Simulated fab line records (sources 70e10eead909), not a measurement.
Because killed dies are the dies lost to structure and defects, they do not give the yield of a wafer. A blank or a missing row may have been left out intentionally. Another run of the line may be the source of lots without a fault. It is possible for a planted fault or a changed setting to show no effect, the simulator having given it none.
Chamber matching | flow nand_harc | 4 sister chambers for NHARC_A_STAIRCASE_ETCH_292 on rie_diel-04
The step etches the open film in CF4/CHF3. 24 wafers are shown with their chamber, then 12 later ones without.

WAFERS WITH THEIR CHAMBER
wafer  | chamber | drypump_motor_current_A (A) | showerhead_plenum_p_Torr (Torr) | rf_vpp_V (V)
L074.3 | 0       | 5.8                         | 1.58                            | 371.7
L074.4 | 1       | 4.8                         | 1.50                            | 368.0
L074.6 | 2       | 5.8                         | 1.68                            | 374.4
L075.3 | 3       | 5.3                         | 1.62                            | 372.9
L075.4 | 0       | 5.8                         | 1.57                            | 371.0
L075.5 | 1       | 4.8                         | 1.50                            | 367.2
L077.1 | 3       | 5.3                         | 1.62                            | 372.1
L077.2 | 0       | 5.8                         | 1.57                            | 371.1
L077.4 | 2       | 5.8                         | 1.67                            | 373.2
L080.1 | 0       | 5.8                         | 1.57                            | 372.2
L080.4 | 3       | 5.3                         | 1.62                            | 371.6
L080.5 | 3       | 5.3                         | 1.62                            | 371.8
L081.1 | 2       | 5.8                         | 1.67                            | 373.6
L081.2 | 1       | 4.8                         | 1.50                            | 367.4
L081.4 | 0       | 5.8                         | 1.57                            | 371.1
L082.1 | 2       | 5.8                         | 1.67                            | 373.6
L082.4 | 1       | 4.8                         | 1.50                            | 367.1
L082.6 | 1       | 4.8                         | 1.50                            | 368.0
L087.2 | 0       | 5.9                         | 1.57                            | 371.8
L087.4 | 1       | 4.8                         | 1.50                            | 367.7
L087.6 | 2       | 5.8                         | 1.66                            | 373.1
L089.2 | 2       | 5.8                         | 1.66                            | 373.5
L089.3 | 3       | 5.3                         | 1.61                            | 370.9
L089.5 | 3       | 5.3                         | 1.61                            | 370.5

SIGNATURES, as means of the wafers listed above
reading                  | chamber 0 | chamber 1 | chamber 2 | chamber 3 | scatter within a chamber
drypump_motor_current_A  | 5.817     | 4.800     | 5.800     | 5.300     | 0.0204
showerhead_plenum_p_Torr | 1.5717    | 1.5000    | 1.6683    | 1.6167    | 0.005
rf_vpp_V                 | 371.483   | 367.567   | 373.567   | 371.633   | 0.578
Rule: a wafer lies at a distance from a chamber equal to the root of the sum of squares, over the readings, of (its reading less the chamber's mean, divided by the reading's scatter). If the next closest chamber is less than 2 further off than the closest, the wafer can't be placed; otherwise it belongs to the closest. The scatter: the root of (the sum of the squares of (reading less its chamber's mean) over the shown wafers, divided by (wafers less chambers)).

WAFERS MISSING THEIR CHAMBER
wafer  | drypump_motor_current_A (A) | showerhead_plenum_p_Torr (Torr) | rf_vpp_V (V)
L088.2 | 5.8                         | 1.66                            | 373.6
L088.5 | 4.8                         | 1.50                            | 368.6
L088.6 | 5.8                         | 1.66                            | 374.2
L091.2 | 5.8                         | 1.56                            | 370.5
L091.3 | 4.8                         | 1.49                            | 369.0
L091.5 | 5.8                         | 1.66                            | 374.4
L092.4 | 5.3                         | 1.61                            | 371.4
L092.5 | 5.8                         | 1.66                            | 372.7
L092.6 | 4.8                         | 1.49                            | 368.5
L096.2 | 5.8                         | 1.66                            | 374.2
L096.5 | 5.3                         | 1.61                            | 372.2
L096.6 | 5.8                         | 1.66                            | 372.1

WHICH CHAMBER EACH ONE RAN IN
wafer  | from the rows above | in truth
L088.2 | 2                   | 2
L088.5 | 1                   | 1
L088.6 | 2                   | 2
L091.2 | 0                   | 0
L091.3 | 1                   | 1
L091.5 | 2                   | 2
L092.4 | 3                   | 3
L092.5 | 2                   | 2
L092.6 | 1                   | 1
L096.2 | 2                   | 2
L096.5 | 3                   | 3
L096.6 | 2                   | 2
Correctly placed: 12 of 12. Left unplaced by these rows: 0. 0 placed wrongly.
